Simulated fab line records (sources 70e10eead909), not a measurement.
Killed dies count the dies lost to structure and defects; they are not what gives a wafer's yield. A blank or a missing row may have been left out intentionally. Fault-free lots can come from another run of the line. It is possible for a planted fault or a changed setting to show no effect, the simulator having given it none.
fab line records	flow nand-harc
record lots=24	wafers=72	last-day=34
route steps=1302 shown P_STI@109 P_GATE@157 P_CONTACT@238 P_M0@282 P_M1@302
lots that met no fault: taken from a fault-free run of the same line
start-h: hours from the record's first day to the start of the lot's first wafer shown	wait-h: time in hours since the lot's previous step	" identical to the entry in the row above	L1.1+2: one row covering several wafers at once	- no value, or no start given	* or withheld: withheld	< > ~ a bound
route shown NAME@n: NAME is a module with steps in the file, n the number in the route of the first one	usual: average and standard deviation across the fault-free wafers	same: alike in all rows	chamber/n: place in a boat	sites: the reading at each site	_std_site: their standard deviation	_edge_site: inner sites' mean taken away from outer sites' mean	radius-mm: how far each site lies from the wafer's centre	mask NAME#n: copy n	behind: the last tool/chamber to shape the wafer	hold: why the lot went on hold/how many hours it stayed there/how the hold came to an end	device: the transistor (n, p or np) that didn't switch	end of line: the tests these same wafers got at the end of their route	where a step has no rows: the recipe by itself	killed: the dies lost at the first sort to structure and to defects; this is not the yield of the wafer	map: dies across one wafer; x = killed, . = not, _ = none there
set.NAME: the setting that was run; set.NAME@STEP: the one run at that earlier step	model.NAME: the simulator's own value behind a step, which no gauge read
route steps across a sampled set of lots; one table per step, one row per wafer
services: the hour from which a tool's chamber was out of use, counted from the record's first day as start-h (under 0 if before that day), plus the number of hours and why
## steps
# step NHARC_P_STI_INSPECT_25
# usual raw-defect-count=206/110
lot.wafer	tool	chamber	start-h	wait-h	raw-defect-count
L074.1	defect-inspect-01	-	77.36	0.4	273
L074.2	"	-	"	"	145
L074.3	"	-	"	"	235
L075.1	defect-inspect-02	-	83.69	0.4	152
L075.2	"	-	"	"	99
L075.4	"	-	"	"	222
L076.3	defect-inspect-01	-	88.79	0.4	172
L076.5	"	-	"	"	165
L076.6	"	-	"	"	171
L077.1	defect-inspect-02	-	104.87	0.4	207
L077.2	"	-	"	"	162
L077.3	"	-	"	"	149
L078.1	defect-inspect-02	-	108.92	0.4	308
L078.4	"	-	"	"	233
L078.5	"	-	"	"	233
L079.4	defect-inspect-02	-	120.59	0.4	198
L079.5	"	-	"	"	238
L079.6	"	-	"	"	205
L080.1	defect-inspect-01	-	132.84	0.4	186
L080.2	"	-	"	"	213
L080.4	"	-	"	"	108
L081.2	defect-inspect-01	-	147.34	0.4	122
L081.3	"	-	"	"	137
L081.6	"	-	"	"	87
L082.2	defect-inspect-02	-	147.34	0.4	442
L082.5	"	-	"	"	264
L082.6	"	-	"	"	815
L084.2	defect-inspect-02	-	172.65	0.4	258
L084.4	"	-	"	"	115
L084.6	"	-	"	"	119
L083.2	defect-inspect-01	-	172.65	0.4	247
L083.4	"	-	"	"	113
L083.5	"	-	"	"	119
L085.2	defect-inspect-02	-	180.08	0.4	125
L085.3	"	-	"	"	180
L085.4	"	-	"	"	107
L086.2	defect-inspect-01	-	195.30	0.4	121
L086.3	"	-	"	"	187
L086.5	"	-	"	"	225
L087.2	defect-inspect-02	-	195.30	0.4	404
L087.3	"	-	"	"	448
L087.4	"	-	"	"	461
L089.1	defect-inspect-02	-	217.93	0.4	104
L089.2	"	-	"	"	283
L089.4	"	-	"	"	256
L088.2	defect-inspect-01	-	217.93	0.4	142
L088.3	"	-	"	"	117
L088.6	"	-	"	"	123
L090.2	defect-inspect-01	-	237.45	0.4	152
L090.3	"	-	"	"	116
L090.6	"	-	"	"	179
L091.1	defect-inspect-02	-	241.74	0.4	175
L091.3	"	-	"	"	118
L091.4	"	-	"	"	223
L092.1	defect-inspect-02	-	253.98	0.4	183
L092.5	"	-	"	"	172
L092.6	"	-	"	"	210
L093.1	defect-inspect-02	-	270.06	0.4	203
L093.3	"	-	"	"	163
L093.5	"	-	"	"	232
L094.3	defect-inspect-02	-	273.73	0.4	144
L094.4	"	-	"	"	103
L094.5	"	-	"	"	244
L095.1	defect-inspect-02	-	286.96	0.4	120
L095.4	"	-	"	"	81
L095.5	"	-	"	"	104
L096.3	defect-inspect-01	-	286.96	0.4	104
L096.4	"	-	"	"	102
L096.5	"	-	"	"	112
L097.1	defect-inspect-01	-	300.53	0.4	237
L097.4	"	-	"	"	138
L097.5	"	-	"	"	170
# step NHARC_P_GATE_STRIP_101
# recipe time-s=20	o2-flow-sccm=500	ar-flow-sccm=0	bias-w=0	chemistry=O2
# usual drypump-motor-current-A=5.9/0.47	mfc-ar-sccm=0.010/0.013	o2-flow-sccm=500.0/1.4	oes-product-au=1.000/0.0066	rf-vpp-V=58.0/0.82	showerhead-plenum-p-Torr=3.53/0.13	throttle-valve-pct=17.038/0.0096
lot.wafer	tool	chamber	start-h	wait-h	drypump-motor-current-A	mfc-ar-sccm	o2-flow-sccm	oes-product-au	rf-hours-counter-h	rf-vpp-V	showerhead-plenum-p-Torr	throttle-valve-pct
L074.3	rie-diel-09	0	113.04	0.1	6.0	0.022	497.9	0.994	8	57.6	3.33	17.047
L074.2	"	1	"	"	5.7	0	498.6	1.000	7	58.2	3.58	17.025
L074.1	"	2	"	"	5.2	0.019	500.9	1.000	7	56.0	3.39	17.032
L075.2	rie-diel-10	1	119.40	0.1	6.3	0	500.4	1.002	2	58.7	3.59	17.037
L075.4	"	3	"	"	5.1	0	497.5	1.007	1	59.0	3.77	17.047
L075.1	"	0	"	"	5.4	0.012	502.1	0.999	2	57.4	3.53	17.038
L076.3	rie-diel-10	0	122.31	0.1	5.4	0.012	499.8	1.010	2	58.0	3.53	17.036
L076.5	"	1	"	"	6.3	0	499.0	1.003	-	58.3	3.59	17.024
L076.6	"	2	"	"	6.5	0	499.3	1.011	-	58.1	3.39	17.047
L077.3	rie-diel-10	2	138.57	0.1	6.4	0	501.3	0.992	2	57.0	3.39	17.044
L077.1	"	3	"	"	5.1	0	497.5	1.006	1	58.6	3.77	17.038
L077.2	"	1	"	"	6.3	0	499.1	0.991	3	58.7	3.59	17.052
L078.1	rie-diel-13	3	145.46	0.1	5.1	0.029	502.7	1.009	10	57.4	3.42	17.028
L078.4	"	0	"	"	6.0	0.040	499.4	0.992	-	57.0	3.53	17.049
L078.5	"	1	"	"	5.8	0.017	500.4	1.000	-	57.5	3.71	17.029
L079.4	rie-diel-13	0	158.02	0.1	5.9	0.040	499.1	1.000	11	58.6	3.53	17.041
L079.5	"	1	"	"	5.8	0.017	499.0	1.006	-	57.6	3.71	17.050
L079.6	"	2	"	"	6.3	0	500.9	1.008	-	57.9	3.68	17.030
L080.1	rie-diel-10	2	166.89	0.1	6.4	0	499.6	1.003	5	57.7	3.39	17.051
L080.2	"	0	"	"	5.4	0.012	501.9	1.001	6	58.6	3.53	17.033
L080.4	"	0	"	"	5.5	0.012	499.8	1.002	-	57.3	3.53	17.053
L081.2	rie-diel-10	1	183.26	0.1	6.3	0	497.9	0.991	7	58.4	3.59	17.026
L081.3	"	2	"	"	6.4	0	497.7	0.990	7	59.0	3.38	17.042
L081.6	"	2	"	"	6.4	0	499.9	0.992	-	57.4	3.38	17.038
L082.2	rie-diel-09	1	183.47	0.1	5.7	0	499.7	1.006	2	59.1	3.58	17.027
L082.5	"	3	"	"	5.6	0	500.2	1.012	-	57.6	3.64	17.033
L082.6	"	0	"	"	6.0	0.022	499.8	1.000	-	57.7	3.33	17.036
L083.2	rie-diel-09	2	209.18	0.1	5.3	0.019	499.9	0.987	3	56.6	3.38	17.033
L083.4	"	3	"	"	5.6	0	499.8	0.993	3	57.3	3.64	17.047
L083.5	"	2	"	"	5.2	0.019	500.1	0.995	-	56.3	3.38	17.043
L084.2	rie-diel-10	1	209.28	0.1	6.3	0	500.5	0.995	7	58.8	3.59	17.054
L084.6	"	0	"	"	5.4	0.012	498.1	0.997	-	58.6	3.53	17.034
L084.4	"	1	"	"	6.3	0	502.8	1.001	-	57.4	3.59	17.046
L085.2	rie-diel-09	0	218.07	0.1	6.0	0.022	502.0	0.985	2	57.4	3.33	17.050
L085.3	"	2	"	"	5.2	0.019	500.8	0.989	3	58.0	3.38	17.035
L085.4	"	3	"	"	5.6	0	500.5	0.999	3	57.9	3.64	17.023
L086.3	rie-diel-13	1	232.60	0.1	5.8	0.017	499.5	1.002	3	57.9	3.70	17.041
L086.2	"	2	"	"	6.3	0	503.3	1.006	3	58.9	3.68	17.044
L086.5	"	0	"	"	5.9	0.040	502.8	1.004	-	57.5	3.52	17.045
L087.3	rie-diel-10	0	232.77	0.1	5.4	0.012	497.9	0.998	9	56.0	3.53	17.041
L087.2	"	1	"	"	6.3	0	499.8	1.001	9	57.4	3.59	17.040
L087.4	"	1	"	"	6.3	0	499.2	0.991	-	57.4	3.59	17.016
L088.2	rie-diel-10	1	256.06	0.1	6.3	0	499.5	1.004	0	57.3	3.59	17.028
L088.3	"	2	"	"	6.4	0	499.3	0.998	0	57.4	3.38	17.039
L088.6	"	0	"	"	5.5	0.012	499.9	0.994	-	57.7	3.53	17.036
L089.4	rie-diel-09	0	258.29	0.1	6.1	0.022	503.2	0.999	4	56.9	3.33	17.026
L089.2	"	1	"	"	5.8	0	500.1	1.002	5	57.9	3.58	17.032
L089.1	"	3	"	"	5.6	0	500.3	1.006	6	57.1	3.64	17.040
L090.2	rie-diel-10	0	275.01	0.1	5.4	0.012	499.0	1.001	2	58.2	3.53	17.043
L090.3	"	2	"	"	6.4	0	498.9	1.008	2	57.4	3.38	17.045
L090.6	"	0	"	"	5.4	0.012	500.1	1.002	-	58.6	3.53	17.049
L091.3	rie-diel-10	3	279.34	0.1	5.1	0	500.3	1.005	1	59.0	3.77	17.018
L091.4	"	0	"	"	5.4	0.012	499.9	1.000	2	57.4	3.53	17.039
L091.1	"	1	"	"	6.3	0	500.1	1.013	2	57.5	3.58	17.032
L092.1	rie-diel-10	3	287.38	0.1	5.1	0	503.4	0.994	1	59.2	3.77	17.048
L092.6	"	0	"	"	5.4	0.012	501.1	0.989	-	58.1	3.53	17.032
L092.5	"	1	"	"	6.3	0	500.4	1.006	-	57.8	3.58	17.034
L093.3	rie-diel-13	1	305.36	0.1	5.8	0.017	499.2	0.997	9	58.6	3.70	17.065
L093.1	"	2	"	"	6.3	0	500.1	0.995	10	57.3	3.67	17.043
L093.5	"	2	"	"	6.3	0	499.9	1.003	-	58.8	3.67	17.032
L094.3	rie-diel-13	0	313.05	0.1	5.9	0.040	500.2	1.000	8	57.5	3.52	17.028
L094.4	"	1	"	"	5.8	0.017	498.6	1.001	9	58.2	3.70	17.043
L094.5	"	3	"	"	5.1	0.029	500.7	1.000	-	58.8	3.41	17.024
L096.4	rie-diel-13	0	327.00	0.1	5.9	0.040	502.7	0.995	10	56.7	3.52	17.042
L096.3	"	1	"	"	5.8	0.017	497.4	1.000	10	59.1	3.70	17.052
L096.5	"	0	"	"	5.9	0.040	500.8	1.001	-	58.6	3.52	17.031
L095.1	rie-diel-10	2	327.76	0.1	6.5	0	500.3	1.000	7	57.0	3.38	17.046
L095.4	"	1	"	"	6.3	0	501.8	1.000	-	57.1	3.58	17.014
L095.5	"	2	"	"	6.5	0	500.4	0.999	-	58.4	3.38	17.039
L097.4	rie-diel-10	3	337.02	0.1	5.1	0	500.6	1.002	6	56.9	3.77	17.041
L097.1	"	0	"	"	5.4	0.012	498.2	1.004	5	58.6	3.52	17.039
L097.5	"	2	"	"	6.4	0	499.3	1.000	-	57.0	3.38	17.041
# step NHARC_P_CONTACT_ETCH_18
# recipe target-depth-a=4810	time-s=240.5	c4f8-flow-sccm=20	o2-flow-sccm=10	ar-flow-sccm=withheld	rf-w=600	bias-w=1500	chemistry=C4F8/O2/Ar
# usual oes-product-au=0.962/0.018	rf-vpp-V=978/6.6
lot.wafer	tool	chamber	start-h	wait-h	oes-product-au	rf-hours-counter-h	rf-vpp-V
L074.3	rie-diel-02	0	-	-	0.922	1.9	978
L074.1	"	1	"	"	0.922	1.8	978
L074.2	"	3	"	"	0.925	1.9	981
L075.1	rie-diel-11	2	-	-	0.929	2.0	986
L075.4	"	3	"	"	0.919	1.9	987
L075.2	"	1	"	"	0.931	2.2	981
L076.3	rie-diel-12	2	-	-	0.963	1.7	971
L076.6	"	2	"	"	0.966	-	972
L076.5	"	3	"	"	0.977	-	973
L077.3	rie-diel-12	2	-	-	0.965	2.2	972
L077.1	"	3	"	"	0.957	2.3	972
L077.2	"	0	"	"	0.968	2.3	968
L078.1	rie-diel-11	1	-	-	0.976	2.6	980
L078.4	"	2	"	"	0.965	2.5	985
L078.5	"	1	"	"	0.977	-	980
L079.4	rie-diel-11	0	-	-	0.958	3.2	976
L079.5	"	3	"	"	0.943	-	987
L079.6	"	0	"	"	0.954	-	975
L080.1	rie-diel-11	2	-	-	0.959	3.4	985
L080.4	"	3	"	"	0.977	3.3	988
L080.2	"	0	"	"	0.982	3.7	975
L081.2	rie-diel-12	0	-	-	0.971	5.9	970
L081.3	"	2	"	"	0.970	5.5	973
L081.6	"	0	"	"	0.971	-	968
L082.2	rie-diel-12	2	-	-	0.948	5.6	971
L082.6	"	0	"	"	0.945	-	969
L082.5	"	2	"	"	0.944	-	973
L083.4	rie-diel-11	3	-	-	0.943	4.1	987
L083.2	"	0	"	"	0.950	4.5	975
L083.5	"	3	"	"	0.951	-	987
L084.2	rie-diel-12	3	-	-	0.962	8.3	972
L084.6	"	3	"	"	0.958	-	973
L084.4	"	0	"	"	0.968	-	969
L085.3	rie-diel-02	0	-	-	0.959	0.2	977
L085.4	"	1	"	"	0.975	0.2	980
L085.2	"	2	"	"	0.977	0.3	985
L086.3	rie-diel-02	0	-	-	0.964	0.8	974
L086.2	"	1	"	"	0.987	0.7	979
L086.5	"	3	"	"	0.969	-	980
L087.3	rie-diel-11	1	-	-	0.967	5.4	981
L087.4	"	2	"	"	0.972	5.1	985
L087.2	"	0	"	"	0.925	4.7	975
L088.2	rie-diel-12	3	-	-	0.957	10.4	972
L088.3	"	0	"	"	0.990	10.2	968
L088.6	"	2	"	"	0.962	-	972
L089.2	rie-diel-11	3	-	-	0.975	0.3	987
L089.4	"	0	"	"	0.983	0.2	977
L089.1	"	1	"	"	0.956	0.2	981
L090.2	rie-diel-12	0	-	-	0.990	0.6	968
L090.3	"	3	"	"	0.972	0.5	971
L090.6	"	0	"	"	0.982	-	969
L091.3	rie-diel-12	3	-	-	0.984	1.1	971
L091.4	"	0	"	"	0.966	1.2	969
L091.1	"	1	"	"	0.961	1.1	988
L092.1	rie-diel-02	3	-	-	0.980	2.4	980
L092.5	"	0	"	"	0.980	-	977
L092.6	"	1	"	"	0.966	-	979
L093.1	rie-diel-11	1	-	-	0.934	1.2	981
L093.3	"	2	"	"	0.933	1.3	987
L093.5	"	3	"	"	0.917	-	988
L094.4	rie-diel-12	3	-	-	0.974	3.2	971
L094.3	"	1	"	"	0.957	2.9	987
L094.5	"	0	"	"	0.982	-	970
L096.3	rie-diel-02	2	-	-	0.967	3.4	985
L096.4	"	0	"	"	0.969	2.8	976
L096.5	"	2	"	"	0.976	-	984
L095.1	rie-diel-12	3	-	-	0.962	4.3	973
L095.4	"	0	"	"	0.965	4.3	968
L095.5	"	2	"	"	0.975	-	971
L097.4	rie-diel-02	3	-	-	0.982	4.1	981
L097.1	"	0	"	"	0.962	3.2	976
L097.5	"	3	"	"	0.970	-	982
# step NHARC_P_M0_INSPECT_27
# usual raw-defect-count=280/100
lot.wafer	tool	chamber	start-h	wait-h	raw-defect-count
L074.1	defect-inspect-02	-	129.05	0.0	316
L074.2	"	-	"	"	245
L074.3	"	-	"	"	308
L075.1	defect-inspect-02	-	146.77	0.0	403
L075.2	"	-	"	"	396
L075.4	"	-	"	"	275
L076.3	defect-inspect-01	-	148.57	0.0	148
L076.5	"	-	"	"	241
L076.6	"	-	"	"	206
L077.1	defect-inspect-02	-	154.54	0.0	260
L077.2	"	-	"	"	119
L077.3	"	-	"	"	179
L078.1	defect-inspect-01	-	161.08	0.0	310
L078.4	"	-	"	"	410
L078.5	"	-	"	"	472
L079.4	defect-inspect-02	-	173.71	0.0	269
L079.5	"	-	"	"	331
L079.6	"	-	"	"	274
L080.1	defect-inspect-02	-	183.02	0.0	524
L080.2	"	-	"	"	247
L080.4	"	-	"	"	210
L081.2	defect-inspect-01	-	199.95	0.0	291
L081.3	"	-	"	"	259
L081.6	"	-	"	"	223
L082.2	defect-inspect-01	-	200.65	0.0	156
L082.5	"	-	"	"	201
L082.6	"	-	"	"	246
L083.2	defect-inspect-02	-	225.09	0.0	158
L083.4	"	-	"	"	363
L083.5	"	-	"	"	222
L084.2	defect-inspect-02	-	227.48	0.0	185
L084.4	"	-	"	"	178
L084.6	"	-	"	"	151
L085.2	defect-inspect-01	-	234.30	0.0	174
L085.3	"	-	"	"	569
L085.4	"	-	"	"	262
L086.2	defect-inspect-02	-	248.50	0.0	317
L086.3	"	-	"	"	146
L086.5	"	-	"	"	260
L087.2	defect-inspect-01	-	249.02	0.0	154
L087.3	"	-	"	"	259
L087.4	"	-	"	"	238
L088.2	defect-inspect-01	-	272.36	0.0	281
L088.3	"	-	"	"	244
L088.6	"	-	"	"	282
L089.1	defect-inspect-02	-	274.13	0.0	189
L089.2	"	-	"	"	281
L089.4	"	-	"	"	277
L090.2	defect-inspect-02	-	291.37	0.0	251
L090.3	"	-	"	"	185
L090.6	"	-	"	"	189
L091.1	defect-inspect-02	-	295.63	0.0	397
L091.3	"	-	"	"	327
L091.4	"	-	"	"	391
L092.1	defect-inspect-02	-	303.10	0.0	331
L092.5	"	-	"	"	215
L092.6	"	-	"	"	285
L093.1	defect-inspect-02	-	321.12	0.0	490
L093.3	"	-	"	"	370
L093.5	"	-	"	"	379
L094.3	defect-inspect-01	-	329.05	0.0	222
L094.4	"	-	"	"	344
L094.5	"	-	"	"	323
L096.3	defect-inspect-02	-	342.80	0.0	398
L096.4	"	-	"	"	348
L096.5	"	-	"	"	278
L095.1	defect-inspect-02	-	343.56	0.0	194
L095.4	"	-	"	"	168
L095.5	"	-	"	"	186
L097.1	defect-inspect-02	-	353.40	0.0	216
L097.4	"	-	"	"	286
L097.5	"	-	"	"	293
# step NHARC_P_M1_STRIP_18
# recipe power-w=1000	n2-flow-sccm=150	h2-flow-sccm=150	ar-flow-sccm=0	bias-w=0	chemistry=N2/H2
# usual drypump-motor-current-A=5.8/0.5	mfc-ar-sccm=0.009/0.0099	oes-product-au=0.999/0.0074	rf-vpp-V=90.8/1	showerhead-plenum-p-Torr=2.05/0.089	throttle-valve-pct=14.172/0.0091
lot.wafer	tool	chamber	start-h	wait-h	drypump-motor-current-A	mfc-ar-sccm	oes-product-au	rf-hours-counter-h	rf-vpp-V	showerhead-plenum-p-Torr	throttle-valve-pct
L074.2	rie-diel-07	0	131.03	0.1	5.3	0.014	1.000	0	91.5	2.02	14.167
L074.1	"	1	"	"	5.8	0.031	1.012	0	91.1	2.08	14.182
L074.3	"	2	"	"	5.1	0.005	1.006	0	90.3	2.01	14.173
L075.2	rie-diel-03	0	148.70	0.1	6.4	0	1.004	4	89.7	1.92	14.184
L075.1	"	1	"	"	6.1	0.001	1.011	3	91.7	2.18	14.179
L075.4	"	3	"	"	5.4	0	1.004	-	89.7	1.97	14.186
L076.3	rie-diel-06	3	150.47	0.1	6.5	0	0.990	4	90.2	2.20	14.168
L076.5	"	2	"	"	6.5	0.010	1.001	-	91.1	2.11	14.180
L076.6	"	3	"	"	6.5	0	0.981	-	90.1	2.20	14.162
L077.3	rie-diel-07	0	156.50	0.1	5.3	0.014	0.994	2	91.7	2.02	14.187
L077.2	"	2	"	"	5.0	0.005	0.997	2	91.5	2.01	14.186
L077.1	"	3	"	"	5.5	0.002	0.986	2	93.0	2.14	14.171
L078.4	rie-diel-07	2	163.06	0.1	5.1	0.005	1.006	3	92.2	2.01	14.167
L078.1	"	3	"	"	5.5	0.002	0.997	4	90.1	2.14	14.167
L078.5	"	2	"	"	5.1	0.005	1.001	-	89.3	2.01	14.166
L079.4	rie-diel-07	2	175.70	0.1	5.1	0.005	1.012	4	89.9	2.01	14.182
L079.5	"	1	"	"	5.8	0.031	0.999	-	91.1	2.08	14.167
L079.6	"	2	"	"	5.1	0.005	0.994	-	91.2	2.01	14.176
L080.1	rie-diel-03	2	184.86	0.1	5.2	0.002	0.993	5	90.9	2.01	14.174
L080.2	"	3	"	"	5.5	0	0.999	5	91.2	1.97	14.173
L080.4	"	1	"	"	6.1	0.001	1.008	5	91.9	2.18	14.176
L081.3	rie-diel-06	3	201.91	0.1	6.5	0	1.003	23	92.0	2.19	14.152
L081.2	"	1	"	"	6.4	0.018	1.009	21	89.9	1.89	14.191
L081.6	"	0	"	"	6.0	0.011	0.994	-	91.2	2.04	14.181
L082.2	rie-diel-03	3	202.65	0.1	5.5	0	0.993	7	89.5	1.97	14.174
L082.6	"	1	"	"	6.1	0.001	1.001	-	90.8	2.18	14.187
L082.5	"	2	"	"	5.2	0.002	0.982	-	90.6	2.01	14.174
L083.2	rie-diel-03	0	227.08	0.1	6.4	0	0.996	7	89.5	1.92	14.170
L083.4	"	1	"	"	6.1	0.001	1.000	7	90.3	2.18	14.169
L083.5	"	3	"	"	5.4	0	1.001	-	90.7	1.97	14.183
L084.4	rie-diel-06	2	229.53	0.1	6.4	0.010	0.997	36	91.4	2.10	14.177
L084.2	"	3	"	"	6.5	0	0.995	37	92.6	2.19	14.174
L084.6	"	2	"	"	6.4	0.010	0.997	-	92.1	2.10	14.162
L085.2	rie-diel-06	1	236.38	0.1	6.4	0.018	1.003	34	91.6	1.89	14.177
L085.3	"	2	"	"	6.4	0.010	0.997	40	90.5	2.10	14.171
L085.4	"	0	"	"	6.0	0.011	0.993	36	90.9	2.04	14.160
L086.3	rie-diel-07	0	250.50	0.1	5.3	0.014	0.994	13	89.8	2.02	14.186
L086.2	"	2	"	"	5.1	0.005	0.994	13	90.5	2.00	14.172
L086.5	"	0	"	"	5.3	0.014	1.001	-	88.6	2.02	14.165
L087.4	rie-diel-07	2	250.96	0.1	5.1	0.005	0.995	13	91.1	2.00	14.172
L087.3	"	0	"	"	5.3	0.014	1.000	14	90.0	2.02	14.176
L087.2	"	1	"	"	5.9	0.031	0.993	13	91.4	2.08	14.165
L088.2	rie-diel-07	0	274.32	0.1	5.3	0.014	1.009	15	91.2	2.02	14.178
L088.3	"	3	"	"	5.5	0.002	0.996	15	90.7	2.14	14.167
L088.6	"	1	"	"	5.9	0.031	1.005	-	90.7	2.08	14.177
L089.4	rie-diel-03	1	276.09	0.1	6.2	0.001	1.000	9	90.2	2.18	14.183
L089.2	"	2	"	"	5.2	0.002	0.987	9	90.5	2.01	14.172
L089.1	"	3	"	"	5.4	0	0.997	10	89.8	1.97	14.172
L090.2	rie-diel-07	2	293.38	0.1	5.1	0.005	0.997	16	89.8	2.00	14.168
L090.3	"	0	"	"	5.2	0.014	0.999	17	89.9	2.02	14.178
L090.6	"	1	"	"	5.8	0.031	1.001	-	92.1	2.08	14.172
L091.4	rie-diel-06	1	297.60	0.1	6.4	0.018	0.995	53	90.5	1.88	14.185
L091.3	"	2	"	"	6.5	0.010	0.995	57	90.4	2.09	14.181
L091.1	"	3	"	"	6.5	0	1.002	57	91.6	2.18	14.157
L092.1	rie-diel-03	3	305.13	0.1	5.5	0	1.012	1	90.2	1.97	14.164
L092.5	"	0	"	"	6.3	0	0.999	-	90.2	1.92	14.150
L092.6	"	1	"	"	6.1	0.001	1.002	-	89.7	2.18	14.167
L093.3	rie-diel-07	0	323.12	0.1	5.3	0.014	0.988	1	91.7	2.02	14.151
L093.1	"	1	"	"	5.9	0.031	0.992	2	91.6	2.08	14.168
L093.5	"	2	"	"	5.1	0.005	1.012	-	90.1	2.00	14.168
L094.4	rie-diel-03	2	330.99	0.1	5.3	0.002	1.007	3	89.8	2.01	14.174
L094.3	"	3	"	"	5.5	0	1.012	3	91.1	1.97	14.187
L094.5	"	2	"	"	5.2	0.002	0.995	-	89.6	2.01	14.168
L096.3	rie-diel-06	0	344.83	0.1	5.9	0.011	0.997	10	90.3	2.03	14.147
L096.5	"	3	"	"	6.5	0	1.005	-	92.4	2.17	14.183
L096.4	"	0	"	"	6.0	0.011	0.992	-	91.0	2.03	14.166
L095.1	rie-diel-07	3	345.54	0.1	5.5	0.002	0.987	3	90.7	2.14	14.166
L095.4	"	2	"	"	5.1	0.005	1.007	4	91.4	2.00	14.164
L095.5	"	3	"	"	5.5	0.002	0.975	-	91.9	2.14	14.168
L097.4	rie-diel-06	2	355.32	0.1	6.4	0.010	1.013	8	90.8	2.09	14.161
L097.1	"	1	"	"	6.4	0.018	0.994	12	92.5	2.21	14.171
L097.5	"	2	"	"	6.5	0.010	1.008	-	91.5	2.09	14.181
# step NHARC_P_M1_THK_MEAS_24
# recipe thk-meas-gauge=xrf
# usual thk-nm=157.6/1.5
lot.wafer	tool	chamber	start-h	wait-h	thk-nm
L074.1	film-metro-01	-	133.06	-	154.6
L074.2	"	-	"	"	156.3
L074.3	"	-	"	"	157.6
L075.1	film-metro-01	-	150.81	-	159.5
L075.2	"	-	"	"	159.2
L075.4	"	-	"	"	158.5
L076.3	film-metro-02	-	152.54	-	159.2
L076.5	"	-	"	"	159.3
L076.6	"	-	"	"	156.8
L077.1	film-metro-02	-	158.87	-	158.4
L077.2	"	-	"	"	158.6
L077.3	"	-	"	"	158.0
L078.1	film-metro-01	-	165.05	-	159.0
L078.4	"	-	"	"	160.6
L078.5	"	-	"	"	157.8
L079.4	film-metro-02	-	177.71	-	158.4
L079.5	"	-	"	"	157.9
L079.6	"	-	"	"	159.2
L080.1	film-metro-02	-	186.89	-	157.6
L080.2	"	-	"	"	157.7
L080.4	"	-	"	"	157.6
L081.2	film-metro-02	-	203.96	-	157.9
L081.3	"	-	"	"	160.9
L081.6	"	-	"	"	156.6
L082.2	film-metro-01	-	204.64	-	159.0
L082.5	"	-	"	"	157.8
L082.6	"	-	"	"	157.2
L083.2	film-metro-02	-	229.13	-	160.0
L083.4	"	-	"	"	156.6
L083.5	"	-	"	"	155.0
L084.2	film-metro-01	-	231.70	-	157.1
L084.4	"	-	"	"	156.7
L084.6	"	-	"	"	157.2
L085.2	film-metro-02	-	238.46	-	159.0
L085.3	"	-	"	"	158.4
L085.4	"	-	"	"	159.0
L086.2	film-metro-02	-	252.53	-	158.4
L086.3	"	-	"	"	157.1
L086.5	"	-	"	"	161.3
L087.2	film-metro-02	-	253.13	-	155.5
L087.3	"	-	"	"	156.5
L087.4	"	-	"	"	156.0
L088.2	film-metro-02	-	276.36	-	154.2
L088.3	"	-	"	"	158.6
L088.6	"	-	"	"	156.1
L089.1	film-metro-02	-	278.10	-	154.7
L089.2	"	-	"	"	157.9
L089.4	"	-	"	"	157.8
L090.2	film-metro-02	-	295.79	-	158.4
L090.3	"	-	"	"	157.9
L090.6	"	-	"	"	157.1
L091.1	film-metro-02	-	299.64	-	156.9
L091.3	"	-	"	"	159.6
L091.4	"	-	"	"	159.2
L092.1	film-metro-01	-	307.08	-	156.5
L092.5	"	-	"	"	156.4
L092.6	"	-	"	"	155.6
L093.1	film-metro-01	-	325.10	-	157.9
L093.3	"	-	"	"	157.0
L093.5	"	-	"	"	157.3
L094.3	film-metro-01	-	333.03	-	158.1
L094.4	"	-	"	"	159.9
L094.5	"	-	"	"	160.5
L096.3	film-metro-02	-	346.86	-	158.6
L096.4	"	-	"	"	157.9
L096.5	"	-	"	"	155.5
L095.1	film-metro-01	-	347.58	-	157.4
L095.4	"	-	"	"	159.3
L095.5	"	-	"	"	157.2
L097.1	film-metro-01	-	357.53	-	156.6
L097.4	"	-	"	"	158.0
L097.5	"	-	"	"	157.8
## services
tool	chamber	start-h	hours	kind
rie-diel-03	-	89.87	6.7	repair
rie-diel-12	-	91.42	9.0	pm
rie-diel-10	3	95.16	5.2	repair
rie-diel-03	-	104.34	9.0	pm
rie-diel-10	3	105.21	7.2	repair
rie-diel-07	-	117.25	9.0	pm
rie-diel-06	-	130.21	9.0	pm
rie-diel-10	3	140.09	128.0	repair
rie-diel-12	1	143.56	7.6	repair
rie-diel-03	2	146.94	5.3	repair
rie-diel-11	-	149.04	0.3	repair
rie-diel-12	1	165.33	30.3	repair
rie-diel-03	1	189.58	4.1	repair
rie-diel-10	1	196.41	7.7	repair
rie-diel-12	1	209.77	32.7	repair
rie-diel-11	3	222.81	7.6	repair
rie-diel-11	0	228.35	14.2	repair
rie-diel-10	-	243.62	9.0	pm
rie-diel-11	-	255.50	9.0	pm
rie-diel-12	-	268.42	9.0	pm
rie-diel-07	3	283.61	12.9	repair
rie-diel-11	1	291.24	4.1	repair
rie-diel-07	-	294.25	9.0	pm
rie-diel-10	3	343.77	7.8	repair
## key
fault none
